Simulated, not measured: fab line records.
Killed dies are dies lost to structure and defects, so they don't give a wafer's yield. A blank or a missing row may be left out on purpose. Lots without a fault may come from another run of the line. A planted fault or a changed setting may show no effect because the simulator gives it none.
Matching of chambers | flow n5_finfet | 4 sister chambers for N5_MOL_CONTACT_COAG_ETCH_89 on rie_diel-03
The step etches underlayer in N2/H2, target depth 13 nm, time 10.4 s. 8 wafers are shown with their chamber, then 11 later ones without.

## WAFERS WITH THEIR CHAMBER
wafer  | chamber | throttle_valve_pct (%) | etch_rf_on_time_s (s)
L085.6 | 1       | 17.56                  | 10.47
L088.3 | 1       | 17.58                  | 10.52
L091.3 | 0       | 17.98                  | 10.22
L091.6 | 3       | 17.60                  | 10.48
L092.2 | 3       | 17.61                  | 10.39
L092.3 | 0       | 17.99                  | 10.14
L092.4 | 2       | 17.58                  | 10.40
L093.1 | 2       | 17.58                  | 10.37

## WAFERS WITHOUT THEIR CHAMBER
wafer  | throttle_valve_pct (%) | etch_rf_on_time_s (s)
L093.3 | 17.58                  | 10.53
L093.6 | 17.59                  | 10.59
L094.2 | 17.62                  | 10.41
L094.3 | 17.59                  | 10.45
L094.5 | 17.61                  | 10.49
L095.1 | 17.60                  | 10.25
L095.3 | 17.62                  | 10.39
L095.4 | 17.59                  | 10.52
L096.1 | 17.59                  | 10.23
L096.3 | 17.60                  | 10.61
L096.5 | 17.63                  | 10.35

## THE CHAMBER EACH PASSED THROUGH
wafer  | from the rows above          | in truth
L093.3 | can't be placed: 1 or 2      | 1
L093.6 | can't be placed: 1 or 3 or 2 | 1
L094.2 | 3                            | 3
L094.3 | can't be placed: 3 or 2 or 1 | 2
L094.5 | 3                            | 3
L095.1 | can't be placed: 2 or 3      | 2
L095.3 | 3                            | 3
L095.4 | can't be placed: 1 or 3 or 2 | 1
L096.1 | can't be placed: 2 or 3      | 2
L096.3 | can't be placed: 3 or 1 or 2 | 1
L096.5 | 3                            | 3
Correctly placed: 4 of 11. These rows do not allow placing 7 (true chamber among the candidates in 7). 0 placed wrongly.
How it was worked out, from the rows above alone: a wafer's distance from a chamber is the root of the sum, over the readings, of the square of ((its reading less the chamber's mean) divided by the reading's scatter). The wafer belongs to the nearest chamber; if the next one is less than 2 further off, it can't be placed. For every chamber, the mean is computed from those of its wafers that are shown. The scatter: take each reading less its chamber's mean, square it, sum over the shown wafers, divide by the number of wafers less the number of chambers, and take the root.
